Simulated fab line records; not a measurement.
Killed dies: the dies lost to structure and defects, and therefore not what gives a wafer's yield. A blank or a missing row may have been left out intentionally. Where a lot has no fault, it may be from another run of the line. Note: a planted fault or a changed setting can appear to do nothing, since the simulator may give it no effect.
2 desks, one fault	flow nand harc	each desk holds nothing but its own numbers, with what lay behind them at the end

THE TOOL OWNER'S DESK: litho track-06
The tool's own readings at NHARC_P_M1_PEB_07 (peb time 65 s): means of the sampled wafers that have a number, for each lot that ran on this tool. Marked OUT: a lot whose mean sits more than 4 standard deviations from the usual mean, which makes it out of limits; the brackets give that distance.
Columns: A = heater power total W at NHARC_P_M1_PEB_07, usual 156.6 W; B = plate temp C at NHARC_P_M1_PEB_07, usual 100.02 C
lot	first seen here	A	B
L963	day 7 10:37	156.2	100.13
L965	day 8 00:07	157.0	99.95
L966	day 8 05:42	156.5	99.88
L971	day 9 08:49	156.5	99.78
L975	day 10 14:02	160.1 (+8.2) OUT	101.55 (+12) OUT
L977	day 10 23:08	160.1 (+8.2) OUT	101.76 (+13) OUT
This desk's finding: out of limits on L975, L977; first on L975, day 10 14:02 (heater power total W at NHARC_P_M1_PEB_07). L963, L965, L966, L971: within limits.

METROLOGY DESK
Lot by lot, what the gauges showed, no matter which tool ran the lot: averages of those sampled wafers that carry a number. Marked OUT: a lot whose mean sits more than 4 standard deviations from the usual mean, which makes it out of limits; the brackets give that distance.
Columns: A = cd nm at NHARC_P_M1_CD_MEAS_09, usual 130.0 nm
lot	first seen here	A
L957	day 6 02:21	128.9
L960	day 7 04:34	129.7
L963	day 7 10:43	129.9
L965	day 8 00:12	129.7
L966	day 8 05:47	129.8
L971	day 9 08:54	129.7
L968	day 9 10:07	130.1
L975	day 10 14:07	135.7 (+9.0) OUT
L978	day 10 22:39	129.8
L977	day 10 23:13	135.8 (+9.3) OUT
L979	day 11 13:03	130.9
L980	day 12 02:29	129.9
This desk's finding: out of limits on L975, L977; first on L975, day 10 14:07 (cd nm at NHARC_P_M1_CD_MEAS_09). L957, L960, L963, L965, L966, L971, L968, L978, L979, L980: within limits.

TAKEN TOGETHER
The tool owner's desk had the chance to raise an alarm at day 10 14:02 on L975, L977.
Metrology desk: alarm possible at day 10 14:07 on L975, L977.
The lots listed all ran NHARC_P_M1_PEB_07 on litho track-06.

WHAT HAD BEEN PUT IN BY THE SIMULATOR
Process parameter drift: litho track-06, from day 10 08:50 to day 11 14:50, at NHARC_P_M1_PEB_07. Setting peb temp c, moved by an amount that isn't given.
Shown lots that were struck: L975, L977.
Time in hours from fault onset to the first out-of-limits reading at each desk: tool owner's desk 5, metrology desk 5.
